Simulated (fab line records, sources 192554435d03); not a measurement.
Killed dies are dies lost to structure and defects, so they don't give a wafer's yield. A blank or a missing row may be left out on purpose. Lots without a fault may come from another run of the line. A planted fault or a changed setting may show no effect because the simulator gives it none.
fab line records | flow n5_finfet
record lots=7 wafers=21 last_day=18
route steps=1938 shown FIN_CUT@165 BEOL_M4@1111
lots that met no fault: from a run of the same line without faults
start_h: hours from the record's first day to the start of the lot's first wafer shown | wait_h: hours since the lot's step before | " the same as in the row above | L1.1+2: a row that stands for several wafers | - no value, or no start given | * or withheld: withheld | < > ~ a bound
route shown NAME@n: a module of which the file shows steps, and the number in the route of the first | usual: mean/standard deviation of fault-free wafers | same: alike in all rows | chamber/n: place in a boat | sites: the reading at each site | _std_site: their standard deviation | _edge_site: outer sites' mean less inner sites' | radius_mm: how far each site lies from the wafer's centre | mask NAME#n: copy n | behind: the tool/chamber that last shaped the wafer | hold: why the lot was held/for how many hours/how that ended | device: the transistor (n, p or np) that didn't switch | end of line: the same wafers' tests at the end of the route | a step without rows: its recipe alone | killed: dies lost to structure and defects at the first sort, not the wafer's yield | map: a wafer's dies, x killed, . not, _ none there
set.NAME: the setting as run; set.NAME@STEP: as run at that earlier step | model.NAME: the simulator's own value behind a step, which no gauge read
lots at some steps of the route; a table a step, a row a wafer
services: from which hour (start_h, from the record's first day; less than 0 if before it) a tool's chamber was out of use, for how many hours, and why
## steps
# step N5_FIN_CUT_INSPECT_10
# recipe mode=adi inspect_instrument=brightfield
# usual raw_defect_count=41/11
# columns lot.wafer tool chamber start_h wait_h raw_defect_count
L210.2 defect_inspect-01 - 38.57 0.0 40
L210.5 " - " " 41
L210.6 " - " " 59
L216.3 defect_inspect-02 - 76.09 0.0 50
L216.4 " - " " 30
L216.5 " - " " 31
L217.3 defect_inspect-02 - 80.68 0.0 57
L217.5 " - " " 52
L217.6 " - " " 46
L218.2 defect_inspect-02 - 87.36 0.0 27
L218.4 " - " " 35
L218.5 " - " " 48
L219.1 defect_inspect-01 - 95.42 0.1 55
L219.4 " - " " 33
L219.5 " - " " 43
L230.4 defect_inspect-02 - 158.82 0.0 41
L230.5 " - " " 23
L230.6 " - " " 45
L231.2 defect_inspect-01 - 165.04 0.0 32
L231.3 " - " " 41
L231.6 " - " " 51
# step N5_FIN_CUT_DESCUM_13
# recipe chemistry=O2 time_s=7 source_power_w=50 bias_power_w=20 pressure_mtorr=20 rf_frequency_hz=2.712e+07 temp_c=40 resist=CAR-EUV o2_flow_sccm=225
# step N5_FIN_CUT_ETCH_30
# recipe chemistry=N2/H2 target=underlayer target_depth_a=130 mask_material=CAR-EUV time_s=10.4 ion_energy_ev=200 pressure_mtorr=30 source_w=840 bias_w=150 n2_flow_sccm=200 h2_flow_sccm=200 ends=cleared
# usual drypump_motor_current_A=5.7/0.56 etch_rf_on_time_s=10.45/0.2 oes_product_au=0.65/0.061 rf_fwd_power_W=819.0/2.7 rf_vpp_V=525/3.1 showerhead_plenum_p_Torr=2.57/0.11 throttle_valve_pct=17.92/0.3
# columns lot.wafer tool chamber start_h wait_h drypump_motor_current_A etch_rf_on_time_s oes_product_au rf_fwd_power_W rf_hours_counter_h rf_vpp_V showerhead_plenum_p_Torr throttle_valve_pct
L210.2 rie_diel-06 0 38.63 0.0 5.1 10.24 0.67 819.3 108 521 2.44 17.67
L210.5 " 0 " " 5.2 10.19 0.68 815.7 - 522 2.44 17.68
L210.6 " 3 " " 6.5 10.76 0.66 819.4 - 526 2.66 17.67
L216.3 rie_diel-05 0 76.16 0.0 6.2 9.97 0.63 813.1 194 520 2.42 18.05
L216.4 " 0 " " 6.2 10.00 0.64 817.6 - 520 2.42 18.05
L216.5 " 2 " " 5.0 10.44 0.64 820.0 - 527 2.67 18.50
L217.3 rie_diel-06 2 80.75 0.0 5.9 10.39 0.59 817.8 212 522 2.52 18.13
L217.5 " 3 " " 6.4 10.78 0.64 817.5 - 526 2.66 17.70
L217.6 " 0 " " 5.1 10.25 0.66 818.3 - 523 2.44 17.69
L218.2 rie_diel-02 3 87.43 0.0 5.5 10.58 0.65 818.1 119 527 2.66 17.99
L218.4 " 2 " " 5.0 10.69 0.58 824.8 245 519 2.39 17.78
L218.5 " 3 " " 5.5 10.58 0.65 816.0 - 527 2.66 17.99
L219.1 rie_diel-05 3 95.49 0.0 5.6 10.46 0.65 818.2 138 525 2.67 17.74
L219.4 " 2 " " 5.0 10.42 0.64 816.7 163 527 2.66 18.51
L219.5 " 3 " " 5.6 10.51 0.64 817.1 - 527 2.67 17.72
L230.4 rie_diel-02 1 158.89 0.0 5.6 10.60 0.58 818.1 - 521 2.41 18.56
L230.5 " 3 " " 5.5 10.49 0.64 820.1 - 527 2.65 18.05
L230.6 " 0 " " 5.2 10.68 0.63 822.3 - 526 2.64 18.06
L231.2 rie_diel-02 0 165.11 0.0 5.2 10.54 0.63 822.4 150 527 2.64 18.06
L231.3 " 3 " " 5.5 10.46 0.63 817.5 147 527 2.65 18.05
L231.6 " 3 " " 5.5 10.44 0.64 818.6 - 527 2.65 18.04
# step N5_FIN_CUT_ETCH_20
# recipe chemistry=CF4 target=SiARC target_depth_a=260 mask_material=CAR-EUV time_s=43.3 ion_energy_ev=80 pressure_mtorr=40 source_w=545 bias_w=36 Ar_flow_sccm=100 cf4_flow_sccm=100 ends=cleared
# step N5_FIN_CUT_ETCH_21
# recipe chemistry=N2/H2 target=SOC target_depth_a=2190 overetch_a=438 mask_material=SiARC temp_c=40 ion_energy_ev=100 bias_w=61 time_s=523.5 pressure_mtorr=30 source_w=850 n2_flow_sccm=200 h2_flow_sccm=200
# step N5_FIN_CUT_STRIP_23
# recipe chemistry=N2/H2 temp_c=40 n2_flow_sccm=200 h2_flow_sccm=200 rf_frequency_hz=6e+07
# step N5_FIN_CUT_STRIP_31
# recipe chemistry=N2/H2 temp_c=40 n2_flow_sccm=200 h2_flow_sccm=200 rf_frequency_hz=6e+07
# step N5_FIN_CUT_STRIP_24
# recipe chemistry=CF4 resist=SiARC power_w=300 bias_power_w=75 pressure_mtorr=50 cf4_flow_sccm=150 rf_frequency_hz=6e+07
# usual drypump_motor_current_A=5.7/0.56 oes_product_au=0.76/0.071 rf_fwd_power_W=292.9/1.1 rf_vpp_V=271.6/1.7 showerhead_plenum_p_Torr=1.81/0.073 throttle_valve_pct=13.65/0.27
# columns lot.wafer tool chamber start_h wait_h drypump_motor_current_A oes_product_au rf_fwd_power_W rf_hours_counter_h rf_vpp_V showerhead_plenum_p_Torr throttle_valve_pct
L210.2 rie_diel-06 0 39.02 0.0 5.2 0.77 291.8 108 270.1 1.72 13.52
L210.5 " 0 " " 5.1 0.78 291.9 - 270.8 1.72 13.50
L210.6 " 3 " " 6.5 0.78 295.0 - 274.4 1.88 13.39
L216.3 rie_diel-05 0 76.54 0.0 6.2 0.73 293.8 194 269.7 1.72 13.84
L216.4 " 0 " " 6.2 0.72 292.1 - 268.6 1.72 13.83
L216.5 " 2 " " 5.0 0.74 293.7 - 272.0 1.84 13.81
L217.3 rie_diel-06 2 81.13 0.0 5.8 0.68 292.4 212 270.8 1.79 13.97
L217.5 " 3 " " 6.5 0.77 296.5 - 273.9 1.88 13.44
L217.6 " 0 " " 5.1 0.76 292.0 - 270.3 1.72 13.54
L218.2 rie_diel-02 3 87.81 0.0 5.5 0.76 293.6 119 273.7 1.88 13.75
L218.4 " 2 " " 5.0 0.69 293.1 245 267.1 1.70 13.71
L218.5 " 3 " " 5.5 0.76 293.2 - 273.7 1.88 13.75
L219.1 rie_diel-05 3 95.87 0.0 5.6 0.75 292.2 138 271.7 1.87 13.36
L219.4 " 2 " " 5.0 0.74 291.6 163 272.2 1.84 13.83
L219.5 " 3 " " 5.6 0.75 292.3 - 271.1 1.87 13.37
L230.4 rie_diel-02 1 159.28 0.0 5.6 0.68 292.6 - 269.0 1.69 14.10
L230.5 " 3 " " 5.5 0.74 292.4 - 273.3 1.87 13.80
L230.6 " 0 " " 5.2 0.74 293.1 - 272.2 1.87 13.97
L231.2 rie_diel-02 0 165.49 0.0 5.2 0.74 292.4 150 273.5 1.86 13.97
L231.3 " 3 " " 5.5 0.74 292.9 148 271.8 1.87 13.81
L231.6 " 3 " " 5.5 0.74 292.3 - 271.6 1.87 13.82
# step N5_FIN_CUT_CUT_ETCH_26
# recipe chemistry=CH3F/O2 target=SiNx target_depth_a=390 mask_material=SOC time_s=55.7 pressure_mtorr=30 source_w=395 bias_w=73 Ar_flow_sccm=150 CH3F_flow_sccm=30 O2_flow_sccm=20 ion_energy_ev=120
# step N5_FIN_CUT_CUT_ETCH_27
# recipe chemistry=CHF3/O2 target=SiO2 target_depth_a=40 mask_material=SOC overetch_a=20 time_s=4.9 pressure_mtorr=30 source_w=650 bias_w=170 Ar_flow_sccm=200 CHF3_flow_sccm=50 O2_flow_sccm=5 ion_energy_ev=200
# usual drypump_motor_current_A=5.7/0.56 mfc_ar_sccm=199.9/0.59 oes_product_au=0.61/0.057 rf_fwd_power_W=644.6/2.6 rf_vpp_V=526/7.9 showerhead_plenum_p_Torr=2.43/0.098 throttle_valve_pct=18.85/0.26
# columns lot.wafer tool chamber start_h wait_h drypump_motor_current_A mfc_ar_sccm oes_product_au rf_fwd_power_W rf_hours_counter_h rf_vpp_V showerhead_plenum_p_Torr throttle_valve_pct
L210.2 rie_diel-06 0 39.08 0.0 5.1 199.6 0.62 647.2 108 525 2.32 18.77
L210.5 " 0 " " 5.1 200.0 0.62 649.2 - 524 2.32 18.77
L210.6 " 3 " " 6.5 199.1 0.63 646.8 - 539 2.51 18.57
L216.3 rie_diel-05 0 76.61 0.0 6.2 200.3 0.59 644.6 194 525 2.29 18.97
L216.4 " 0 " " 6.2 198.8 0.59 643.9 - 526 2.29 18.97
L216.5 " 2 " " 5.0 199.8 0.60 639.9 - 524 2.51 19.26
L217.3 rie_diel-06 2 81.20 0.0 5.9 200.7 0.54 646.4 212 516 2.37 19.03
L217.5 " 3 " " 6.4 200.3 0.61 645.4 - 538 2.50 18.58
L217.6 " 0 " " 5.1 200.3 0.61 645.6 - 524 2.32 18.79
L218.2 rie_diel-02 3 87.88 0.0 5.5 201.1 0.61 640.3 119 524 2.52 18.95
L218.4 " 2 " " 5.0 200.3 0.55 646.8 245 534 2.30 18.96
L218.5 " 3 " " 5.5 200.8 0.62 644.4 - 523 2.51 18.99
L219.1 rie_diel-05 3 95.94 0.0 5.6 200.7 0.60 646.8 138 529 2.52 18.62
L219.4 " 2 " " 5.0 200.0 0.59 642.7 163 523 2.51 19.29
L219.5 " 3 " " 5.6 200.1 0.60 645.6 - 529 2.52 18.62
L230.4 rie_diel-02 1 159.35 0.0 5.7 201.0 0.55 645.2 - 517 2.26 19.22
L230.5 " 3 " " 5.5 199.6 0.59 647.4 - 525 2.50 19.02
L230.6 " 0 " " 5.2 200.0 0.59 644.4 - 516 2.49 19.13
L231.2 rie_diel-02 0 165.56 0.0 5.2 199.6 0.58 641.1 151 517 2.49 19.15
L231.3 " 3 " " 5.5 199.9 0.59 645.6 148 523 2.50 19.00
L231.6 " 3 " " 5.5 199.8 0.59 644.9 - 523 2.50 19.01
# step N5_FIN_CUT_PRECLEAN_35
# recipe time_s=13.3 temp_c=45 pressure_torr=125 p_hf_torr=3 p_coreactant_torr=25 chemistry=vHF
# usual drypump_motor_current_A=5.5/0.41 foreline_p_Torr=0.1280/0.0006 pressure_torr=125.02/0.25
# columns lot.wafer tool chamber start_h wait_h drypump_motor_current_A foreline_p_Torr pressure_torr
L210.2 vapor_etch-01 0 39.15 0.0 5.1 0.1268 125.04
L210.5 " 1 " " 5.9 0.1282 125.29
L210.6 " 0 " " 5.1 0.1282 124.63
L216.3 vapor_etch-01 1 76.90 0.3 5.9 0.1291 125.22
L216.4 " 0 " " 5.1 0.1276 124.53
L216.5 " 0 " " 5.1 0.1284 124.90
L217.3 vapor_etch-02 0 81.28 0.1 5.0 0.1280 125.05
L217.5 " 1 " " 5.8 0.1287 124.68
L217.6 " 0 " " 5.0 0.1278 124.96
L218.2 vapor_etch-01 0 87.94 0.0 5.1 0.1285 125.19
L218.4 " 0 " " 5.1 0.1286 125.00
L218.5 " 0 " " 5.1 0.1291 125.03
L219.1 vapor_etch-01 1 96.01 0.0 5.9 0.1280 125.34
L219.4 " 0 " " 5.1 0.1282 125.30
L219.5 " 0 " " 5.1 0.1281 124.69
L230.4 vapor_etch-02 0 159.42 0.0 5.0 0.1279 125.18
L230.5 " 1 " " 5.8 0.1273 124.76
L230.6 " 0 " " 5.0 0.1283 125.63
L231.2 vapor_etch-01 0 165.62 0.0 5.1 0.1268 125.25
L231.3 " 0 " " 5.1 0.1278 125.10
L231.6 " 0 " " 5.1 0.1265 125.38
# step N5_FIN_CUT_CUT_ETCH_15
# recipe chemistry=HBr/Cl2/O2 target=Si target_depth_a=1000 bt_time_s=10 mask_material=SOC time_s=42.4 ion_energy_ev=* bias_w=* pressure_mtorr=10 icp_w=800 HBr_flow_sccm=150 Cl2_flow_sccm=80 O2_flow_sccm=12
# step N5_FIN_CUT_CUT_ETCH_28
# recipe chemistry=HBr/Cl2/O2 target=Si target_depth_a=60 mask_material=SOC time_s=2.4 ion_energy_ev=* bias_w=* pressure_mtorr=10 icp_w=800 HBr_flow_sccm=150 Cl2_flow_sccm=80 O2_flow_sccm=12
# usual drypump_motor_current_A=5.6/0.43 he_backside_leak_sccm=2.9/0.43 oes_product_au=1.002/0.015 rf_fwd_power_W=* throttle_valve_pct=37.30/0.3
# columns lot.wafer tool chamber start_h wait_h drypump_motor_current_A he_backside_leak_sccm oes_product_au rf_fwd_power_W rf_hours_counter_h throttle_valve_pct model.etch.depth_nm
L210.2 rie_si-05 2 39.29 0.0 5.5 3.3 0.987 * 158 37.02 5.972
L210.5 " 3 " " 5.6 2.6 0.990 * - 36.95 5.961
L210.6 " 0 " " 6.3 2.5 0.987 * - 37.55 6.045
L216.3 rie_si-06 3 77.02 0.0 5.0 3.2 0.979 * 157 37.09 5.918
L216.4 " 2 " " 5.7 2.3 1.014 * 4 37.55 5.921
L216.5 " 2 " " 5.7 2.3 1.017 * - 37.55 5.883
L217.3 rie_si-06 3 81.40 0.0 5.0 3.0 0.983 * 157 37.08 5.983
L217.5 " 2 " " 5.7 2.2 1.046 * - 37.53 7.67
L217.6 " 3 " " 5.0 3.1 1.021 * - 37.08 7.764
L218.2 rie_si-06 1 88.08 0.0 5.3 3.6 1.025 * 178 36.99 5.829
L218.4 " 3 " " 5.0 3.0 0.986 * 157 37.09 5.958
L218.5 " 0 " " 6.3 3.1 1.042 * - 36.88 7.894
L219.1 rie_si-06 2 96.14 0.0 5.7 2.1 1.039 * 4 37.53 7.75
L219.4 " 3 " " 5.0 3.0 0.993 * 157 37.10 5.93
L219.5 " 3 " " 5.0 3.1 1.015 * - 37.09 7.726
L230.4 rie_si-04 1 159.53 0.0 5.2 3.1 1.013 * 82 37.70 5.963
L230.5 " 2 " " 5.0 2.9 1.013 * - 37.60 5.999
L230.6 " 1 " " 5.2 3.1 1.009 * - 37.70 6.03
L231.2 rie_si-04 2 165.76 0.0 5.0 2.7 1.012 * 160 37.58 6.034
L231.3 " 1 " " 5.2 3.0 1.013 * 82 37.70 6.018
L231.6 " 2 " " 5.0 2.8 1.014 * - 37.56 6.058
# step N5_FIN_CUT_STRIP_22
# recipe chemistry=N2/H2 power_w=500 temp_c=40 pressure_mtorr=50 rf_frequency_hz=6e+07 overash_fraction=0.3 bias_power_w=8 h2_frac=0.5 n2_flow_sccm=300 h2_flow_sccm=300
# usual drypump_motor_current_A=5.7/0.51 oes_product_au=0.77/0.073 rf_vpp_V=54.2/2.2 showerhead_plenum_p_Torr=3.39/0.14 throttle_valve_pct=19.1/0.5
# columns lot.wafer tool chamber start_h wait_h drypump_motor_current_A oes_product_au rf_hours_counter_h rf_vpp_V showerhead_plenum_p_Torr throttle_valve_pct
L210.2 rie_diel-05 1 39.38 0.1 5.7 0.97 6 52.6 3.43 19.3
L210.5 " 2 " " 5.0 0.75 - 52.4 3.52 20.0
L210.6 " 3 " " 5.6 0.78 - 57.0 3.53 18.8
L216.3 rie_diel-02 1 77.17 0.1 5.7 0.70 222 54.4 3.20 20.1
L216.4 " 2 " " 5.0 0.69 241 55.0 3.17 18.6
L216.5 " 1 " " 5.7 0.70 - 52.3 3.20 20.1
L217.3 rie_diel-02 1 81.47 0.0 5.7 0.70 224 56.1 3.20 20.1
L217.5 " 3 " " 5.5 0.78 - 55.9 3.51 18.9
L217.6 " 0 " " 5.2 0.77 - 51.7 3.49 18.9
L218.2 rie_diel-05 2 88.15 0.0 5.0 0.73 161 53.2 3.51 20.0
L218.4 " 1 " " 5.7 0.92 18 53.1 3.42 19.3
L218.5 " 1 " " 5.7 0.92 - 49.6 3.42 19.3
L219.1 rie_diel-05 0 96.21 0.0 6.1 0.75 200 51.4 3.20 19.2
L219.4 " 1 " " 5.7 0.93 20 56.3 3.42 19.3
L219.5 " 0 " " 6.2 0.72 - 53.6 3.20 19.3
L230.4 rie_diel-02 0 159.62 0.1 5.2 0.76 - 54.9 3.48 18.9
L230.5 " 3 " " 5.5 0.75 - 54.9 3.50 19.0
L230.6 " 1 " " 5.7 0.69 - 56.0 3.19 20.1
L231.2 rie_diel-06 1 165.83 0.0 6.6 0.88 32 59.6 3.57 18.6
L231.3 " 0 " " 5.1 0.72 149 52.0 3.21 18.7
L231.6 " 2 " " 5.9 0.67 - 55.7 3.31 19.3
# step N5_BEOL_M4_RC_MEAS_101
# usual DIBL_N=36.2/1.7 DIBL_P=36.2/2.2 IOFF_N=0.16/0.035 IOFF_P=0.21/0.042 ION_N=673/13 ION_P=462/7.9 SS_N=71.4/0.59 SS_P=73.2/0.7 VT_N=250/3.6 VT_P=-251/3.5
# columns lot.wafer tool chamber start_h wait_h DIBL_N[mV/V] DIBL_P[mV/V] IOFF_N[nA/um] IOFF_P[nA/um] ION_N[uA/um] ION_P[uA/um] SS_N[mV/dec] SS_P[mV/dec] VT_N[mV] VT_P[mV]
L210.2 prober-01 0 173.64 0.2 34.1 35.7 0.13 0.20 661 463 71.9 73.1 253 -252
L210.5 " 0 " " 35.0 36.5 0.15 0.22 676 473 71.0 73.6 251 -249
L210.6 " 0 " " 35.7 37.8 0.17 0.24 680 468 71.6 73.5 248 -247
L216.3 prober-01 0 219.16 0.3 36.6 34.8 0.15 0.22 665 466 70.8 72.4 250 -246
L216.4 " 0 " " 36.7 34.9 0.16 0.22 678 463 71.9 72.7 251 -249
L216.5 " 0 " " 40.0 39.1 0.22 0.29 691 474 71.6 73.5 248 -245
L217.3 prober-01 0 233.78 0.3 36.2 37.8 0.16 0.23 667 467 71.5 73.9 251 -248
L217.5 " 0 " " 37.1 37.8 0.16 0.23 673 463 71.8 73.4 247 -247
L217.6 " 0 " " 36.7 36.5 0.15 0.21 663 459 71.7 73.4 252 -252
L218.2 prober-01 0 237.76 0.2 40.1 40.2 0.23 0.26 680 464 72.5 73.4 244 -252
L218.4 " 0 " " 33.8 33.7 0.12 0.17 653 449 70.6 72.2 256 -253
L218.5 " 0 " " 38.5 39.5 0.21 0.26 688 465 71.7 73.7 247 -251
L219.1 prober-01 0 240.13 0.0 35.8 35.0 0.14 0.20 668 462 71.3 72.7 250 -251
L219.4 " 0 " " 37.8 38.1 0.20 0.25 690 469 72.2 73.8 245 -249
L219.5 " 0 " " 36.3 36.6 0.17 0.23 689 469 70.8 73.9 249 -249
L230.4 prober-02 0 304.08 0.5 35.5 34.0 0.13 0.18 673 461 70.5 72.0 252 -250
L230.5 " 0 " " 36.7 36.2 0.15 0.22 663 464 70.8 73.2 249 -248
L230.6 " 0 " " 33.2 31.4 0.10 0.15 646 458 70.2 71.6 259 -254
L231.2 prober-01 0 305.94 0.2 34.3 34.9 0.13 0.15 668 447 70.6 72.8 256 -258
L231.3 " 0 " " 37.6 38.2 0.20 0.19 685 456 72.2 74.1 248 -254
L231.6 " 0 " " 36.9 38.7 0.19 0.20 686 454 72.1 73.7 247 -256
## services
# columns tool chamber start_h hours kind
rie_diel-06 1 31.18 3.3 repair
rie_diel-06 1 34.97 - clean
rie_diel-06 1 34.97 - consumable_replace:focus_ring
rie_diel-06 1 34.97 - consumable_replace:showerhead
rie_diel-02 - 46.50 0.5 repair
rie_diel-05 1 72.84 5.6 repair
rie_si-05 2 104.00 2.9 repair
rie_diel-02 2 106.52 6.9 repair
rie_diel-02 1 113.58 17.4 repair
rie_si-06 1 114.87 4.9 repair
rie_diel-05 1 115.02 3.4 repair
rie_diel-02 2 118.32 7.8 repair
rie_si-04 3 121.86 1.2 repair
rie_si-05 3 128.71 3.4 repair
rie_diel-02 2 131.09 - clean
rie_diel-02 2 131.09 - consumable_replace:focus_ring
rie_diel-02 2 131.09 - consumable_replace:showerhead
rie_diel-02 2 131.09 30.9 scheduled_down
rie_diel-02 2 131.09 30.9 vent_cycle
rie_si-04 2 132.35 7.1 repair
rie_si-05 3 133.45 6.2 repair
rie_diel-02 3 144.57 4.2 repair
rie_diel-02 - 154.97 0.8 repair
rie_diel-05 0 160.21 8.9 repair
## key
first_sign step=N5_FIN_CUT_CUT_ETCH_28 reading=oes_product_au direction=up sigmas=2.1 usual=1.002 struck=1.033
effect none on later readings
model_effect step=N5_FIN_CUT_CUT_ETCH_28 value=etch.depth_nm without=5.909 struck=7.761
met_at N5_FIN_CUT_CUT_ETCH_28
struck_wafers L217.5,L217.6,L218.5,L219.1,L219.5
onset_between 77.02 81.40
fault kind=process_parameter_drift tool=rie_si-06 chamber=- onset_h=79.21 steps=N5_FIN_CUT_CUT_ETCH_28 channel=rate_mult offset=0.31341 shape=step end_h=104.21 scope=struck_wafers_only
